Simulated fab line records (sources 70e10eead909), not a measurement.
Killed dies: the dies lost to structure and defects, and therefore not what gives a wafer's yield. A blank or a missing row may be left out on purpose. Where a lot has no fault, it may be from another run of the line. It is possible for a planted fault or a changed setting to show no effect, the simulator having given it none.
What tool caused it? ; flow nandHarc ; 33 wafers sampled from 11 lots at 1 step of a route of 1159

## WHAT THE GAUGES SHOWED, per wafer
NHARC_P_M0_OVL_MEAS_10: pitch 180 nm. Usual: overlayXNm -0.2 nm, standard deviation 0.78; overlayYNm -0.2 nm, standard deviation 0.64.
lot;measured;on;overlayXNm (nm);overlayYNm (nm);flag
L748;day 5 19:49;overlay-01;-1.4 -0.4 -0.8;-0.2 0.3 -0.6;
L750;day 6 12:47;overlay-02;0.3 -0.3 -0.4;1.1 0.7 0.4;
L751;day 6 18:03;overlay-01;-0.5 -0.2 -0.7;-0.5 0.6 0.0;
L752;day 6 19:58;overlay-02;0.2 0.2 -0.3;-1.2 -0.6 -0.8;
L756;day 8 04:54;overlay-01;-0.3 -0.5 -0.6;-0.8 -0.8 -0.9;
L761;day 9 04:20;overlay-02;-0.4 -0.5 -0.3;0.7 1.1 0.2;
L763;day 9 13:44;overlay-02;-0.6 -0.8 -0.9;0.0 -0.2 -0.2;
L765;day 10 09:40;overlay-01;-0.2 0.6 -0.1;-1.3 -0.4 -1.6;
L768;day 11 02:37;overlay-01;-0.8 -0.7 -1.0;0.7 0.1 0.5;
L770;day 11 06:12;overlay-02;1.3 1.7 1.8;0.9 0.3 0.5;
L769;day 11 06:33;overlay-01;-0.3 -0.4 -0.3;0.0 -0.4 0.1;

## EACH LOT AND THE TOOL THAT RAN IT (in order: tool; ch and the chambers of the sampled wafers; start)
Record: no process step prior to these readings.

## WHAT THE TOOLS THEMSELVES READ (means of the sampled wafers that have a number; where no wafer has one, the mark that the record gives instead)
The record holds no such reading with a usual standard deviation.

## THE ANSWER, worked out from the rows above alone
Rule: a lot is off if the mean of its wafers that have a number lies more than 3 standard deviations from the usual mean. A lot without any number at a reading at which 4 lots or more have one is off too. Any other lot the step has rows for is counted as sound. First the gauges in route order, then the tools' own readings, where a lot's mean is used as printed above. At the first step where some lot is off, the reading lying furthest off is the one used; lots without a number count as furthest.
Across all readings shown, no lot is off: no conclusion can be drawn from this.

## WHAT THE SIMULATOR HAD INSERTED
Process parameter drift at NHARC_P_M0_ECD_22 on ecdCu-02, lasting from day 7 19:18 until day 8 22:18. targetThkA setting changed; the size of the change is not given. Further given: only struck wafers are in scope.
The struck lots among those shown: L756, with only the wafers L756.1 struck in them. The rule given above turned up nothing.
